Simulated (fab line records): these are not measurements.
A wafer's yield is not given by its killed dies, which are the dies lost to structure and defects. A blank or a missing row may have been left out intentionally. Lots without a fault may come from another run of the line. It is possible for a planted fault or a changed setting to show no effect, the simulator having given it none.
2 desks looking at one fault :: flow nandHarc :: what lay behind the numbers comes last; until then each desk has only its own

## THE TOOL OWNER'S DESK: lithoTrack-04
At NHARC_A_CHANNEL_HOLE_D2_SOFTBAKE_05 (time 55 s), the tool's own readings, given per lot that ran on this tool as the mean of the sampled wafers with a number. If a lot's mean is further than 4 standard deviations from the usual mean, the lot is out of limits and carries the mark OUT (the distance appears in the brackets).
Columns: A = heaterPowerTotalW at NHARC_A_CHANNEL_HOLE_D2_SOFTBAKE_05, usual 188.43 W
lot: L230
first seen here: day 15 11:00
A: 188.36

lot: L231
first seen here: day 15 16:00
A: 188.39

lot: L234
first seen here: day 16 04:00
A: 168.97 (-99 or more) OUT

lot: L235
first seen here: day 17 06:00
A: 169.01 (-99 or more) OUT

lot: L245
first seen here: day 22 01:00
A: 188.60

lot: L249
first seen here: day 23 13:00
A: 188.48
This desk's verdict: out of limits on L234, L235, starting with L234 at day 16 04:00 (heaterPowerTotalW at NHARC_A_CHANNEL_HOLE_D2_SOFTBAKE_05). Within limits: L230, L231, L245, L249.

## THE METROLOGY DESK
What the gauges read, lot by lot, whatever tool the lot ran on: means of the sampled wafers that have a number. If a lot's mean is further than 4 standard deviations from the usual mean, the lot is out of limits and carries the mark OUT (the distance appears in the brackets).
Columns: A = thkNm at NHARC_A_ONON_D2_THK_MEAS_34, usual 199.3 nm; B = overlayXNm at NHARC_A_CHANNEL_HOLE_D2_OVL_MEAS_11, usual 0.0 nm; C = overlayYNm at NHARC_A_CHANNEL_HOLE_D2_OVL_MEAS_11, usual -0.1 nm
lot: L227
first seen here: day 13 21:29
A: 199.1
B: -1.4
C: -1.6

lot: L232
first seen here: day 15 09:04
A: 196.2
B: -1.1
C: -0.4

lot: L230
first seen here: day 15 09:04
A: 199.7
B: 0.6
C: -0.2

lot: L231
first seen here: day 15 14:38
A: 199.1
B: 1.7
C: -0.5

lot: L233
first seen here: day 16 02:29
A: 198.6
B: -0.8
C: -0.1

lot: L234
first seen here: day 16 02:29
A: 201.0
B: -1.2
C: 0.6

lot: L235
first seen here: day 16 14:05
A: 198.4
B: 0.9
C: -1.8

lot: L243
first seen here: day 19 15:44
A: 199.7
B: 0.1
C: 0.7

lot: L242
first seen here: day 19 15:45
A: 201.4
B: -0.0
C: -1.2

lot: L244
first seen here: day 20 06:45
A: 202.0
B: 0.5
C: 0.3

lot: L245
first seen here: day 21 23:11
A: 199.3
B: 0.6
C: -0.1

lot: L247
first seen here: day 22 08:45
A: 201.5
B: 0.0
C: 0.7

lot: L249
first seen here: day 23 11:09
A: 198.7
B: 0.9
C: -1.0
This desk's verdict: no lot among the 13 shows anything out of limits.

## TAKEN TOGETHER
At day 16 04:00, on L234, L235, the tool owner's desk was in a position to raise an alarm.
The metrology desk saw nothing out of limits.
The metrology desk has L234, L235 on record, within its limits.
The lots listed all ran NHARC_A_CHANNEL_HOLE_D2_SOFTBAKE_05 on lithoTrack-04.

## WHAT WAS PUT IN BY THE SIMULATOR
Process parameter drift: lithoTrack-04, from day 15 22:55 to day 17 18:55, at NHARC_A_CHANNEL_HOLE_D2_SOFTBAKE_05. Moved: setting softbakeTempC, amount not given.
Shown lots that were struck: L234, L235.
How many hours passed from the start of the fault until each desk's first out-of-limits reading: the tool owner's desk, 5.
